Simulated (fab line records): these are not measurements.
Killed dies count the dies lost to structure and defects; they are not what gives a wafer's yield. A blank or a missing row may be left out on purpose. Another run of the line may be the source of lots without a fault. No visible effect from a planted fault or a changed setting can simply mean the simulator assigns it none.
fab line records	flow n5Finfet
record: lots: 6	wafers: 18	lastDay: 17
route steps=1938 shown STI_FIN_REVEAL@203 DUMMY_GATE@212 BEOL_M4@1111 PASSIVATION@1936
lots untouched by any fault: they come from a run of this same line in which no faults occurred
startH: start of the lot's first displayed wafer, in hours after the record's first day	waitH: how many hours have passed since the lot's step before this one	" repeats the value in the row above	L1.1+2: several wafers, shown together as one row	- no value present, or no start provided	* or withheld: withheld	< > ~ a bound
route shown NAME@n: names a module that has steps shown in the file, with the first one's number in the route	usual: average and standard deviation across the fault-free wafers	same: alike in all rows	chamber/n: place in a boat	sites: per-site readings	_std_site: how widely they spread, as a standard deviation	_edge_site: inner sites' mean taken away from outer sites' mean	radiusMm: how far each site lies from the wafer's centre	mask NAME#n: copy n	behind: the tool/chamber that last shaped the wafer	hold: reason for holding the lot/hours on hold/outcome of the hold	device: the transistor (n, p or np) that didn't switch	end of line: the tests these same wafers got at the end of their route	a step given without rows: its recipe and nothing more	killed: at the first sort, the dies lost to defects and structure; wafer yield is something else	map: the dies of a wafer, with x for killed, . for not killed, _ for no die there
set.NAME: the setting the step ran with; set.NAME@STEP: the setting that earlier step ran with	model.NAME: the simulator's own value behind a step, which no gauge read
certain route steps with their lots: each step a table, each wafer a row
services: from which hour (startH, from the record's first day; less than 0 if before it) a tool's chamber was out of use, for how many hours, and why
== steps ==
step: N5_STI_FIN_REVEAL_SRD_21
recipe: dry: ipaMarangoni	timeS: 30	tempC: 23	rinseLiquid: diw
step: N5_STI_FIN_REVEAL_OXIDATION_33
recipe: chemistry: O2_PLASMA_REMOTE	tempC: 150	timeS: 20	pressureMtorr: 1000	sourcePowerW: 2000	o2FlowSccm: 3000
usual: drypumpMotorCurrentA: 5.7/0.61	heaterPowerW: 137/12
lot.wafer	tool	chamber	startH	waitH	drypumpMotorCurrentA	heaterPowerW	rfHoursCounterH
L613.4	plasmaAsher-02	0	42.01	0.0	6.7	143	-
L613.5	"	1	"	"	5.3	134	-
L613.6	"	0	"	"	6.7	141	-
L621.1	plasmaAsher-01	1	92.22	0.1	5.8	154	38
L621.3	"	1	"	"	5.7	154	-
L621.5	"	1	"	"	5.7	154	-
L622.3	plasmaAsher-02	1	97.26	0.0	5.2	133	-
L622.4	"	0	"	"	6.7	142	-
L622.5	"	1	"	"	5.2	135	-
L627.2	plasmaAsher-01	1	128.57	0.0	5.7	160	45
L627.5	"	1	"	"	5.7	153	-
L627.6	"	0	"	"	5.2	120	-
L629.2	plasmaAsher-02	0	137.83	0.0	6.7	141	98
L629.3	"	0	"	"	6.7	142	-
L629.6	"	0	"	"	6.7	142	-
L635.4	plasmaAsher-01	1	178.71	0.0	5.7	152	-
L635.5	"	1	"	"	5.8	154	-
L635.6	"	0	"	"	5.2	120	-
step: N5_STI_FIN_REVEAL_CLEAN_19
recipe: chemistry: O3/DIW	tempC: 25	timeS: 120	o3Ppm: 10
step: N5_STI_FIN_REVEAL_SRD_23
recipe: dry: ipaMarangoni	timeS: 30	tempC: 23	rinseLiquid: diw
step: N5_STI_FIN_REVEAL_CD_MEAS_22
recipe: targetCdNm: 6.238	pitchNm: 28	polarity: line
usual: cdNm: 6.22/0.27
lot.wafer	tool	chamber	startH	waitH	cdNm
L613.4	cdSem-02	-	42.16	0.0	6.03
L613.5	"	-	"	"	6.07
L613.6	"	-	"	"	6.35
L621.1	cdSem-02	-	92.38	0.0	5.82
L621.3	"	-	"	"	6.33
L621.5	"	-	"	"	6.32
L622.3	cdSem-03	-	97.40	0.0	5.88
L622.4	"	-	"	"	6.46
L622.5	"	-	"	"	6.11
L627.2	cdSem-02	-	128.74	0.0	5.72
L627.5	"	-	"	"	6.14
L627.6	"	-	"	"	5.78
L629.2	cdSem-01	-	138.00	0.0	6.21
L629.3	"	-	"	"	6.33
L629.6	"	-	"	"	6.25
L635.4	cdSem-03	-	178.85	0.0	6.33
L635.5	"	-	"	"	6.23
L635.6	"	-	"	"	6.05
step: N5_STI_FIN_REVEAL_FIN_H_MEAS_10
usual: trenchDepthNm: 51.9/0.72
lot.wafer	tool	chamber	startH	waitH	trenchDepthNm
L613.4	ocd-01	-	42.19	0.0	52.2
L613.5	"	-	"	"	51.6
L613.6	"	-	"	"	52.3
L621.1	ocd-02	-	92.41	0.0	51.5
L621.3	"	-	"	"	50.9
L621.5	"	-	"	"	51.9
L622.3	ocd-01	-	97.43	0.0	52.3
L622.4	"	-	"	"	50.8
L622.5	"	-	"	"	52.7
L627.2	ocd-02	-	128.77	0.0	52.2
L627.5	"	-	"	"	51.8
L627.6	"	-	"	"	52.1
L629.2	ocd-02	-	138.03	0.0	51.0
L629.3	"	-	"	"	50.9
L629.6	"	-	"	"	51.4
L635.4	ocd-01	-	178.88	0.0	52.1
L635.5	"	-	"	"	52.3
L635.6	"	-	"	"	51.8
step: N5_STI_FIN_REVEAL_PRECLEAN_18
recipe: chemistry: SC2	timeS: 45	tempC: 35	mix: 1:1:50
step: N5_STI_FIN_REVEAL_SRD_28
recipe: dry: ipaMarangoni	timeS: 30	tempC: 23	rinseLiquid: diw
step: N5_STI_FIN_REVEAL_INSPECT_13
recipe: inspectInstrument: darkfield	mode: postClean
usual: rawDefectCount: 13/5.2
lot.wafer	tool	chamber	startH	waitH	rawDefectCount
L613.4	defectInspect-01	-	42.28	0.0	12
L613.5	"	-	"	"	13
L613.6	"	-	"	"	10
L621.1	defectInspect-02	-	92.50	0.0	18
L621.3	"	-	"	"	8
L621.5	"	-	"	"	15
L622.3	defectInspect-01	-	97.52	0.0	11
L622.4	"	-	"	"	14
L622.5	"	-	"	"	18
L627.2	defectInspect-02	-	128.86	0.0	5
L627.5	"	-	"	"	7
L627.6	"	-	"	"	12
L629.2	defectInspect-01	-	138.12	0.0	9
L629.3	"	-	"	"	17
L629.6	"	-	"	"	14
L635.4	defectInspect-01	-	178.97	0.0	18
L635.5	"	-	"	"	13
L635.6	"	-	"	"	10
step: N5_DUMMY_GATE_PRECLEAN_00
recipe: chemistry: O3/DIW	timeS: 60	tempC: 22	o3Ppm: 10
step: N5_DUMMY_GATE_SRD_01
recipe: timeS: 30	tempC: 23	rinseLiquid: diw	dry: ipaMarangoni
step: N5_DUMMY_GATE_ALD_02
recipe: material: SiO2	targetThkA: 20	tempC: 300	aldPrecursorFamily: BDEAS	aldCoReactant: O2-plasma	pulseTimeS: 1	pressureTorr: 2
usual: heaterPowerW: 485/52	precursorPulseHeightRel: 1.001/0.02
lot.wafer	tool	chamber	startH	waitH	heaterPowerW	precursorPulseHeightRel
L613.4	aldSin-04	0	42.37	0.0	465	1.006
L613.5	"	0	"	"	461	1.002
L613.6	"	3	"	"	448	0.991
L621.1	aldSin-04	0	92.59	0.0	478	0.969
L621.3	"	1	"	"	494	0.979
L621.5	"	0	"	"	477	0.975
L622.3	aldSin-03	1	97.62	0.0	516	0.987
L622.4	"	0	"	"	423	0.953
L622.5	"	0	"	"	412	1.034
L627.2	aldSin-03	0	128.95	0.0	428	0.980
L627.5	"	3	"	"	517	1.014
L627.6	"	2	"	"	486	0.992
L629.2	aldSin-01	3	138.21	0.0	608	0.996
L629.3	"	2	"	"	397	1.013
L629.6	"	0	"	"	457	1.005
L635.4	aldSin-03	1	180.21	1.2	502	0.985
L635.5	"	0	"	"	433	0.999
L635.6	"	3	"	"	519	0.982
step: N5_DUMMY_GATE_CVD_03
recipe: material: a-Si	targetThkA: 1500	tempC: 530	precursor: SiH4	timeS: 8042
usual: spikeTcTopC: 551.9/1.7
lot.wafer	tool	chamber	startH	waitH	spikeTcTopC	model.a-Si_of_DUMMY_GATE_CVD_03.thkNm
L613.4	lpcvd-01	1/29	42.49	0.1	550.8	149.6
L613.5	"	1/34	"	"	550.8	147.6
L613.6	"	1/39	"	"	550.8	148.8
L621.1	lpcvd-02	1/15	92.70	0.1	554.1	97.4
L621.3	"	1/25	"	"	554.1	97.6
L621.5	"	1/34	"	"	554.1	98.2
L622.3	lpcvd-02	1/50	97.72	0.1	553.9	96.2
L622.4	"	1/54	"	"	553.9	96.6
L622.5	"	1/59	"	"	553.9	96.8
L627.2	lpcvd-01	1/70	129.06	0.1	550.9	147.6
L627.5	"	1/84	"	"	550.9	147
L627.6	"	1/89	"	"	550.9	147.6
L629.2	lpcvd-01	1/70	138.32	0.1	551.3	148.6
L629.3	"	1/75	"	"	551.3	149.2
L629.6	"	1/89	"	"	551.3	148.8
L635.4	lpcvd-02	0/54	180.31	0.1	551.2	150.4
L635.5	"	0/59	"	"	551.2	150.8
L635.6	"	0/64	"	"	551.2	151
step: N5_DUMMY_GATE_PRECLEAN_46
recipe: chemistry: DIW	timeS: 89.5	tempC: 23
step: N5_DUMMY_GATE_SRD_47
recipe: dryTimeS: 32	dry: n2Spin	spinRpm: 1500
step: N5_DUMMY_GATE_CMP_04
recipe: material: a-Si	postCmpClean: alkalineBrush
usual: motorCurrentA: 9.9/0.86	padLifeWafers: 922/540	timeToEndpointS: 15.4/2.6
lot.wafer	tool	chamber	startH	waitH	motorCurrentA	padLifeWafers	timeToEndpointS
L613.4	cmp-01	3	46.28	0.1	9.7	1508	9.9
L613.6	"	1	"	"	8.5	-	13.0
L613.5	"	2	"	"	9.8	-	10.0
L621.1	cmp-04	1	96.50	0.1	10.9	974	8.1
L621.3	"	2	"	"	10.2	975	10.6
L621.5	"	0	"	"	9.1	-	5.2
L622.3	cmp-04	3	101.47	0.0	11.3	1026	6.8
L622.4	"	1	"	"	10.9	1028	10.8
L622.5	"	0	"	"	9.0	-	7.1
L627.2	cmp-04	1	132.90	0.1	10.7	1323	16.4
L627.5	"	2	"	"	9.9	-	19.7
L627.6	"	3	"	"	11.3	-	17.6
L629.3	cmp-04	2	142.05	0.0	10.6	1386	18.9
L629.2	"	0	"	"	8.8	1388	14.1
L629.6	"	3	"	"	11.5	-	19.4
L635.4	cmp-01	3	184.05	0.0	9.4	636	14.0
L635.6	"	3	"	"	9.5	-	13.8
L635.5	"	0	"	"	9.9	-	15.5
step: N5_BEOL_M4_RC_MEAS_101
usual: DIBL_N: 36.6/1.7	DIBL_P: 36.7/2	IOFF_N: 0.16/0.033	IOFF_P: 0.22/0.04	ION_N: 673/12	ION_P: 463/7.9	SS_N: 71.7/0.58	SS_P: 73.3/0.64	VT_N: 249/3.3	VT_P: -249/3.1
lot.wafer	tool	chamber	startH	waitH	DIBL_N[mV/V]	DIBL_P[mV/V]	IOFF_N[nA/um]	IOFF_P[nA/um]	ION_N[uA/um]	ION_P[uA/um]	SS_N[mV/dec]	SS_P[mV/dec]	VT_N[mV]	VT_P[mV]
L613.4	prober-02	0	171.51	0.5	34.5	35.6	0.13	0.18	667	453	70.7	73.4	253	-254
L613.5	"	0	"	"	34.3	35.1	0.13	0.17	657	449	71.0	72.7	251	-255
L613.6	"	0	"	"	37.2	40.0	0.19	0.23	688	460	71.6	73.8	248	-255
L627.2	prober-02	0	248.02	0.2	36.7	35.5	0.15	0.20	668	457	72.3	73.4	252	-250
L627.5	"	0	"	"	36.0	32.9	0.14	0.18	661	457	72.1	72.1	250	-249
L627.6	"	0	"	"	36.6	35.4	0.15	0.20	670	463	71.9	72.6	250	-251
L629.2	prober-02	0	279.39	0.2	39.2	40.0	0.22	0.30	682	471	72.0	73.8	243	-247
L629.3	"	0	"	"	37.0	37.4	0.18	0.24	672	460	72.1	73.4	249	-247
L629.6	"	0	"	"	37.1	36.5	0.17	0.24	679	464	71.9	73.1	246	-247
L635.4	prober-01	0	308.57	0.5	34.3	33.2	0.13	0.20	661	471	70.8	72.2	248	-245
L635.5	"	0	"	"	34.4	34.2	0.13	0.22	670	465	70.8	72.7	252	-247
L635.6	"	0	"	"	37.5	37.0	0.17	0.26	668	467	72.1	73.1	251	-244
step: N5_PASSIVATION_PROBE_49
usual: killed_at_M0_to_M3: 34/11	killed_at_M4_up: 14/5.7	killedAtContacts: 14/6.9	killedAtFrontEnd: 40/11	killedAtOther: 4/3.1	killedDies: 105/17	killedOnRim: 14/4.1	killedOpen: 70/13	killedShort: 34/7.6
same: grossDies: 1180	killedAtBackSide: 0
lot.wafer	tool	chamber	startH	waitH	killed_at_M0_to_M3	killed_at_M4_up	killedAtContacts	killedAtFrontEnd	killedAtOther	killedDies	killedOnRim	killedOpen	killedShort
L613.4	prober-02	-	278.55	0.2	37	8	15	41	3	104	10	74	29
L613.5	prober-02	-	278.60	0.2	18	15	8	31	6	78	10	59	19
L613.6	prober-02	-	278.65	0.3	20	12	9	52	1	94	12	68	26
L622.3	prober-01	-	329.27	0.1	23	9	8	1137	3	1180	152	40	23
L622.4	prober-01	-	329.32	0.2	24	14	16	1123	3	1180	152	60	25
L622.5	prober-01	-	329.37	0.2	35	6	16	1122	1	1180	152	60	22
L621.1	prober-02	-	331.57	0.0	38	11	23	1104	4	1180	152	79	25
L621.3	prober-02	-	331.67	0.1	46	12	21	1096	5	1180	152	78	41
L621.5	prober-02	-	331.77	0.2	37	19	16	1106	2	1180	152	73	24
L627.2	prober-01	-	358.88	0.1	36	28	11	41	1	117	15	83	31
L627.5	prober-01	-	359.03	0.2	30	15	3	20	2	70	8	56	14
L627.6	prober-01	-	359.08	0.3	24	15	9	42	1	91	13	61	30
L629.2	prober-01	-	381.61	0.1	16	7	35	35	1	94	15	76	17
L629.3	prober-01	-	381.66	0.1	23	10	22	52	0	107	9	67	40
L629.6	prober-01	-	381.81	0.3	38	7	22	38	8	113	17	69	41
L635.4	prober-02	-	411.10	0.2	34	21	10	34	2	101	8	59	40
L635.5	prober-02	-	411.15	0.2	16	18	29	45	0	108	21	78	28
L635.6	prober-02	-	411.20	0.3	37	17	13	38	0	105	20	69	36
killed by level:class
L613.4 MOL_CONTACT_COAG:geometricParticle:open=11 FIN_SAQP:geometricParticle:short=9 FIN_SAQP:geometricParticle:open=9 BEOL_M3:geometricParticle:open=8 DUMMY_GATE:geometricParticle:open=7 BEOL_M0_SAQP:geometricParticle:open=7 BEOL_M0:geometricParticle:open=6 BEOL_M1:geometricParticle:open=6
L613.5 FIN_SAQP:geometricParticle:open=8 MOL_CONTACT_COAG:geometricParticle:open=7 STI_FIN_REVEAL:geometricParticle:open=6 BEOL_M0_SAQP:geometricParticle:open=6 MIM_TOP_ETCH:geometricParticle:open=5 BEOL_M4:geometricParticle:open=4 FIN_SAQP:geometricParticle:short=3 DUMMY_GATE:geometricParticle:open=3
L613.6 STI_FIN_REVEAL:geometricParticle:open=14 FIN_SAQP:geometricParticle:open=10 FIN_SAQP:geometricParticle:short=8 MOL_CONTACT_COAG:geometricParticle:open=6 BEOL_M1:geometricParticle:open=6 BEOL_M4:geometricParticle:open=6 GATE_CUT:geometricParticle:short=5 STARTING-WAFER:geometricParticle:open=5
L622.3 DUMMY_GATE:areaCvd=1115 BEOL_M0_SAQP:geometricParticle:short=8 MOL_CONTACT_COAG:geometricParticle:open=7 STI_FIN_REVEAL:geometricParticle:open=6 BEOL_M3:geometricParticle:open=4 FIN_SAQP:geometricParticle:open=3 BEOL_M0_SAQP:geometricParticle:open=3 BEOL_M0:geometricParticle:open=3
L622.4 DUMMY_GATE:areaCvd=1094 STI_FIN_REVEAL:geometricParticle:open=10 MOL_CONTACT_COAG:geometricParticle:open=10 MOL_CONTACT_COAG:geometricParticle:short=6 BEOL_M2:geometricParticle:open=6 BEOL_M0_SAQP:geometricParticle:short=5 BEOL_M3:geometricParticle:open=5 FIN_SAQP:geometricParticle:open=4
L622.5 DUMMY_GATE:areaCvd=1096 MOL_CONTACT_COAG:geometricParticle:open=12 STI_FIN_REVEAL:geometricParticle:open=10 BEOL_M2:geometricParticle:open=9 BEOL_M3:geometricParticle:open=9 BEOL_M0_SAQP:geometricParticle:short=5 BEOL_M0:geometricParticle:open=5 MOL_CONTACT_COAG:geometricParticle:short=4
L621.1 DUMMY_GATE:areaCvd=1076 MOL_CONTACT_COAG:geometricParticle:open=20 BEOL_M2:geometricParticle:open=12 BEOL_M0_SAQP:geometricParticle:short=9 FIN_SAQP:geometricParticle:open=6 BEOL_M1:geometricParticle:open=6 STI_FIN_REVEAL:geometricParticle:open=5 BEOL_M0_SAQP:geometricParticle:open=5
L621.3 DUMMY_GATE:areaCvd=1061 MOL_CONTACT_COAG:geometricParticle:open=18 BEOL_M1:geometricParticle:open=16 FIN_SAQP:geometricParticle:short=7 BEOL_M0_SAQP:geometricParticle:short=7 BEOL_M2:geometricParticle:open=7 FIN_SAQP:geometricParticle:open=6 STI_FIN_REVEAL:geometricParticle:open=6
L621.5 DUMMY_GATE:areaCvd=1082 MOL_CONTACT_COAG:geometricParticle:open=14 BEOL_M4:geometricParticle:open=10 BEOL_M1:geometricParticle:open=9 BEOL_M2:geometricParticle:open=8 BEOL_M0_SAQP:geometricParticle:short=6 BEOL_M3:geometricParticle:open=5 STARTING-WAFER:geometricParticle:open=4
L627.2 BEOL_M4:geometricParticle:open=14 FIN_SAQP:geometricParticle:open=12 MOL_CONTACT_COAG:geometricParticle:open=11 FIN_SAQP:geometricParticle:short=10 BEOL_M3:geometricParticle:open=9 BEOL_M2:geometricParticle:open=8 BEOL_M0_SAQP:geometricParticle:open=5 BEOL_M0_SAQP:geometricParticle:short=4
L627.5 BEOL_M4:geometricParticle:open=12 BEOL_M1:geometricParticle:open=11 BEOL_M2:geometricParticle:open=7 STI_FIN_REVEAL:geometricParticle:open=5 BEOL_M0_SAQP:geometricParticle:open=4 BEOL_M3:geometricParticle:open=4 MOL_CONTACT_COAG:geometricParticle:open=3 STARTING-WAFER:geometricParticle:short=3
L627.6 BEOL_M4:geometricParticle:open=12 BEOL_M2:geometricParticle:open=11 FIN_SAQP:geometricParticle:short=8 FIN_SAQP:geometricParticle:open=8 MOL_CONTACT_COAG:geometricParticle:open=7 GATE_CUT:geometricParticle:short=6 STI_FIN_REVEAL:geometricParticle:open=5 DUMMY_GATE:geometricParticle:open=4
L629.2 MOL_CONTACT_COAG:geometricParticle:open=34 STI_FIN_REVEAL:geometricParticle:open=15 FIN_SAQP:geometricParticle:short=4 BEOL_M0_SAQP:geometricParticle:short=4 GATE_CUT:geometricParticle:open=3 BEOL_M0:geometricParticle:open=3 BEOL_M2:geometricParticle:open=3 BEOL_M3:geometricParticle:open=3
L629.3 MOL_CONTACT_COAG:geometricParticle:open=17 FIN_SAQP:geometricParticle:short=15 FIN_SAQP:geometricParticle:open=9 STI_FIN_REVEAL:geometricParticle:open=9 BEOL_M3:geometricParticle:open=8 MOL_CONTACT_COAG:geometricParticle:short=5 BEOL_M5:geometricParticle:open=4 GATE_CUT:geometricParticle:short=4
L629.6 MOL_CONTACT_COAG:geometricParticle:open=18 FIN_SAQP:geometricParticle:short=11 BEOL_M0_SAQP:geometricParticle:short=11 BEOL_M0_SAQP:geometricParticle:open=9 STI_FIN_REVEAL:geometricParticle:open=6 FIN_SAQP:geometricParticle:open=5 DUMMY_GATE:geometricParticle:open=5 BEOL_M3:geometricParticle:open=5
L635.4 FIN_SAQP:geometricParticle:open=10 FIN_SAQP:geometricParticle:short=10 MOL_CONTACT_COAG:geometricParticle:open=8 BEOL_M3:geometricParticle:open=7 BEOL_M4:geometricParticle:open=7 BEOL_M1:geometricParticle:short=6 BEOL_M3:geometricParticle:short=6 BEOL_M0_SAQP:geometricParticle:open=5
L635.5 MOL_CONTACT_COAG:geometricParticle:open=24 FIN_SAQP:geometricParticle:open=10 BEOL_M4:geometricParticle:open=10 FIN_SAQP:geometricParticle:short=10 STI_FIN_REVEAL:geometricParticle:open=10 MOL_CONTACT_COAG:geometricParticle:short=5 GATE_CUT:geometricParticle:open=4 BEOL_M0_SAQP:geometricParticle:open=3
L635.6 FIN_SAQP:geometricParticle:open=11 BEOL_M0_SAQP:geometricParticle:short=10 STI_FIN_REVEAL:geometricParticle:open=9 MOL_CONTACT_COAG:geometricParticle:open=9 FIN_SAQP:geometricParticle:short=8 BEOL_M3:geometricParticle:open=8 BEOL_M4:geometricParticle:open=7 BEOL_M1:geometricParticle:open=5
map L621.1 (x killed, . not)
_________________xxxxxxxxxxxx________________
______________xxxxxxxxxxxxxxxxxx_____________
___________xxxxxxxxxxxxxxxxxxxxxxxx__________
__________xxxxxxxxxxxxxxxxxxxxxxxxxx_________
________xxxxxxxxxxxxxxxxxxxxxxxxxxxxxx_______
_______xxxxxxxxxxxxxxxxxxxxxxxxxxxxxxxx______
______xxxxxxxxxxxxxxxxxxxxxxxxxxxxxxxxxx_____
_____xxxxxxxxxxxxxxxxxxxxxxxxxxxxxxxxxxxx____
____xxxxxxxxxxxxxxxxxxxxxxxxxxxxxxxxxxxxxx___
___xxxxxxxxxxxxxxxxxxxxxxxxxxxxxxxxxxxxxxxx__
___xxxxxxxxxxxxxxxxxxxxxxxxxxxxxxxxxxxxxxxx__
__xxxxxxxxxxxxxxxxxxxxxxxxxxxxxxxxxxxxxxxxxx_
__xxxxxxxxxxxxxxxxxxxxxxxxxxxxxxxxxxxxxxxxxx_
_xxxxxxxxxxxxxxxxxxxxxxxxxxxxxxxxxxxxxxxxxxxx
_xxxxxxxxxxxxxxxxxxxxxxxxxxxxxxxxxxxxxxxxxxxx
_xxxxxxxxxxxxxxxxxxxxxxxxxxxxxxxxxxxxxxxxxxxx
_xxxxxxxxxxxxxxxxxxxxxxxxxxxxxxxxxxxxxxxxxxxx
_xxxxxxxxxxxxxxxxxxxxxxxxxxxxxxxxxxxxxxxxxxxx
_xxxxxxxxxxxxxxxxxxxxxxxxxxxxxxxxxxxxxxxxxxxx
_xxxxxxxxxxxxxxxxxxxxxxxxxxxxxxxxxxxxxxxxxxxx
_xxxxxxxxxxxxxxxxxxxxxxxxxxxxxxxxxxxxxxxxxxxx
__xxxxxxxxxxxxxxxxxxxxxxxxxxxxxxxxxxxxxxxxxx_
__xxxxxxxxxxxxxxxxxxxxxxxxxxxxxxxxxxxxxxxxxx_
___xxxxxxxxxxxxxxxxxxxxxxxxxxxxxxxxxxxxxxxx__
___xxxxxxxxxxxxxxxxxxxxxxxxxxxxxxxxxxxxxxxx__
____xxxxxxxxxxxxxxxxxxxxxxxxxxxxxxxxxxxxxx___
_____xxxxxxxxxxxxxxxxxxxxxxxxxxxxxxxxxxxx____
______xxxxxxxxxxxxxxxxxxxxxxxxxxxxxxxxxx_____
_______xxxxxxxxxxxxxxxxxxxxxxxxxxxxxxxx______
________xxxxxxxxxxxxxxxxxxxxxxxxxxxxxx_______
__________xxxxxxxxxxxxxxxxxxxxxxxxxx_________
___________xxxxxxxxxxxxxxxxxxxxxxxx__________
______________xxxxxxxxxxxxxxxxxx_____________
_________________xxxxxxxxxxxx________________
map L622.3 (x killed, . not)
_________________xxxxxxxxxxxx________________
______________xxxxxxxxxxxxxxxxxx_____________
___________xxxxxxxxxxxxxxxxxxxxxxxx__________
__________xxxxxxxxxxxxxxxxxxxxxxxxxx_________
________xxxxxxxxxxxxxxxxxxxxxxxxxxxxxx_______
_______xxxxxxxxxxxxxxxxxxxxxxxxxxxxxxxx______
______xxxxxxxxxxxxxxxxxxxxxxxxxxxxxxxxxx_____
_____xxxxxxxxxxxxxxxxxxxxxxxxxxxxxxxxxxxx____
____xxxxxxxxxxxxxxxxxxxxxxxxxxxxxxxxxxxxxx___
___xxxxxxxxxxxxxxxxxxxxxxxxxxxxxxxxxxxxxxxx__
___xxxxxxxxxxxxxxxxxxxxxxxxxxxxxxxxxxxxxxxx__
__xxxxxxxxxxxxxxxxxxxxxxxxxxxxxxxxxxxxxxxxxx_
__xxxxxxxxxxxxxxxxxxxxxxxxxxxxxxxxxxxxxxxxxx_
_xxxxxxxxxxxxxxxxxxxxxxxxxxxxxxxxxxxxxxxxxxxx
_xxxxxxxxxxxxxxxxxxxxxxxxxxxxxxxxxxxxxxxxxxxx
_xxxxxxxxxxxxxxxxxxxxxxxxxxxxxxxxxxxxxxxxxxxx
_xxxxxxxxxxxxxxxxxxxxxxxxxxxxxxxxxxxxxxxxxxxx
_xxxxxxxxxxxxxxxxxxxxxxxxxxxxxxxxxxxxxxxxxxxx
_xxxxxxxxxxxxxxxxxxxxxxxxxxxxxxxxxxxxxxxxxxxx
_xxxxxxxxxxxxxxxxxxxxxxxxxxxxxxxxxxxxxxxxxxxx
_xxxxxxxxxxxxxxxxxxxxxxxxxxxxxxxxxxxxxxxxxxxx
__xxxxxxxxxxxxxxxxxxxxxxxxxxxxxxxxxxxxxxxxxx_
__xxxxxxxxxxxxxxxxxxxxxxxxxxxxxxxxxxxxxxxxxx_
___xxxxxxxxxxxxxxxxxxxxxxxxxxxxxxxxxxxxxxxx__
___xxxxxxxxxxxxxxxxxxxxxxxxxxxxxxxxxxxxxxxx__
____xxxxxxxxxxxxxxxxxxxxxxxxxxxxxxxxxxxxxx___
_____xxxxxxxxxxxxxxxxxxxxxxxxxxxxxxxxxxxx____
______xxxxxxxxxxxxxxxxxxxxxxxxxxxxxxxxxx_____
_______xxxxxxxxxxxxxxxxxxxxxxxxxxxxxxxx______
________xxxxxxxxxxxxxxxxxxxxxxxxxxxxxx_______
__________xxxxxxxxxxxxxxxxxxxxxxxxxx_________
___________xxxxxxxxxxxxxxxxxxxxxxxx__________
______________xxxxxxxxxxxxxxxxxx_____________
_________________xxxxxxxxxxxx________________
== services ==
tool	chamber	startH	hours	kind
plasmaAsher-01	-	22.97	1.3	repair
plasmaAsher-01	-	40.87	2.2	repair
aldSin-03	3	41.01	7.4	repair
aldSin-04	1	44.29	13.1	repair
plasmaAsher-01	-	56.11	12.3	repair
aldSin-01	3	57.64	-	calibration
aldSin-01	0	75.08	15.8	repair
cmp-04	-	75.66	3.8	pm
plasmaAsher-02	-	78.45	1.9	repair
aldSin-04	-	80.53	2.8	pm
aldSin-01	-	86.57	14.0	pm
aldSin-01	1	86.57	14.0	ventCycle
aldSin-01	2	86.57	14.0	ventCycle
aldSin-01	3	86.57	14.0	ventCycle
cmp-01	-	97.63	0.5	repair
aldSin-01	0	100.57	-	clean
aldSin-01	1	100.57	-	clean
cmp-01	-	104.41	4.0	pm
cmp-01	-	108.41	-	consumableReplace:conditioner
cmp-01	-	108.41	-	consumableReplace:pad
aldSin-03	2	129.97	7.7	repair
aldSin-04	-	147.83	1.5	repair
cmp-04	-	156.81	4.5	pm
cmp-04	-	179.59	0.5	repair
== key ==
firstSign: step: N5_DUMMY_GATE_CMP_04	reading: timeToEndpointS	direction: down	sigmas: 2.9	usual: *	struck: *
effect: step: N5_PASSIVATION_PROBE_49	reading: killedAtFrontEnd	direction: up	sigmas: 95	usual: 40	struck: 1115
modelEffect: step: N5_DUMMY_GATE_CVD_03	value: a-Si_of_DUMMY_GATE_CVD_03.thkNm	without: 150.3	struck: 97.13
moreKillsBornAt: N5_DUMMY_GATE_CVD_03@lpcvd-02: 6524
metAt N5_DUMMY_GATE_CVD_03
struckWafers L621.1,L621.3,L621.5,L622.3,L622.4,L622.5
laterRowsLeftOut L621.1,L621.3,L621.5,L622.3,L622.4,L622.5
testerLeftOut L621,L622
fault: kind: processParameterDrift	tool: lpcvd-02	chamber: -	onsetH: 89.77	steps: N5_DUMMY_GATE_CVD_03	channel: timeS	offset: *	shape: step	endH: 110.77	actsIn: *	stated: *
testerLeftOut: of these lots the tester's yield and bins aren't shown, on N5 and GAA mostly nor the transistor test; their killed dies are dies lost to structure and defects alone, not to doping, threshold or leakage, so they don't give the yield
laterRowsLeftOut: the simulator's readings of these wafers behind a module that went badly wrong aren't trusted and aren't shown, but for the sort
